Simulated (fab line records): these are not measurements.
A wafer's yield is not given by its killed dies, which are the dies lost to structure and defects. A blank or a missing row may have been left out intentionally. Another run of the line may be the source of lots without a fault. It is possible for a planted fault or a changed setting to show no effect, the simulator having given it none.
8D (eight disciplines) problem report, filled in by code :: flow n5_finfet :: the parts of the form that need people (team, actions taken, sign-off) are left out

1. WHAT IS WRONG
time_to_endpoint_s at N5_ILD0_CMP_12 reads a mean of 18.4 s on 3 wafers of 3 lots; wafers without a fault read 29.2 s with a standard deviation of 2.3. Relative to the usual mean, that is a shift of -4.7 standard deviations.
The step: polishes SiNx, stops on poly-Si, t overpolish 6 s, target thk 17.67 nm.
The first sign was on wafer L617.2 at day 6 20:27, on cmp-02. The record has a number at this step for 30 wafers belonging to 11 lots. Rule for "out" (also "out of limits"): further than 4 standard deviations from the usual mean. Any other wafer with a number is counted as sound.

2. WHAT IT IS; WHAT IT IS NOT
question: which readings at this step
is: time_to_endpoint_s
is not: motor_current_A, overpolish_run_s, pad_life_wafers

question: which lots
is: L617, L619, L620
is not: L607, L609, L611, L612, L622, L624, L626, L628

question: which wafers of those lots
is: L617.2, L619.4, L620.2
is not: L617.3, L619.1, L620.1

question: read on which tools
is: cmp-02
is not: cmp-01, cmp-03

question: when
is: from day 6 20:27
is not: up to then (13 sound wafers); but 14 sound wafers of L619, L620, L622, L624, L626, L628 came after

3. THE SUSPECTS, EACH WITH WHAT RULES IT OUT
Counting: a tool at a process step up to the reading stays a suspect if it ran every lot that is out. Sound lots after the first of them don't rule it out here, since some wafers of a struck lot are sound.
- plasma_asher-02 at N5_SD_EPI_P_STRIP_40 (strips in N2/H2): kept. Every lot that is out went through it, the first being L617 (day 6 09:59); the last sound lot it ran before that was L609 (day 4 09:34).
- cmp-02 at N5_ILD0_CMP_12 (polishes SiNx, stops on poly-Si, t overpolish 6 s, target thk 17.67 nm): kept. Every lot that is out went through it, the first being L617 (day 6 20:27); the last sound lot it ran before that was L611 (day 5 09:23). Its own readings are out on those wafers: time_to_endpoint_s.
- Within plasma_asher-02 at N5_SD_EPI_P_STRIP_40, the wafers that are out were processed in chamber 0 and their sound lot-mates in chamber 1.
The count leaves cmp-02 at N5_ILD0_CMP_12 and plasma_asher-02 at N5_SD_EPI_P_STRIP_40.

4. THE CAUSE (what the simulator had put in)
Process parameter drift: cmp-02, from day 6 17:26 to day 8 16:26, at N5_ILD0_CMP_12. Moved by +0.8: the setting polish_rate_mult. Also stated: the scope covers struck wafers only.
Counting left 2 suspects, and this tool is among them.

5. THE EFFECT CHAIN, in route order
Rows list readings where the struck wafers' mean (over those with a number) sits beyond 3 standard deviations from the usual. Scope: only readings with a usual standard deviation given in the record; hours: median across lots of the time from each lot's start at the first step in this table that gives one to its start at this step; sigmas: change in usual standard deviations.
hours: 0
step: N5_ILD0_CMP_12
reading: time_to_endpoint_s
usual: 29.2 s
on struck wafers: 18.4
change: -10.8
sigmas: -4.7
Its process steps:
- N5_ILD0_CMP_12: polishes SiNx, stops on poly-Si, t overpolish 6 s, target thk 17.67 nm.
Later measuring or inspecting steps at which every struck wafer that the step has a row for has a number for every such reading, and none has moved that far: N5_SDB_INSPECT_13, N5_BEOL_M4_RC_MEAS_101.

6. HOW IT WOULD HAVE BEEN CAUGHT EARLIER
The fault began at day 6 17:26; the first out-of-limits reading in this record came at day 6 20:27, 3 hours later.
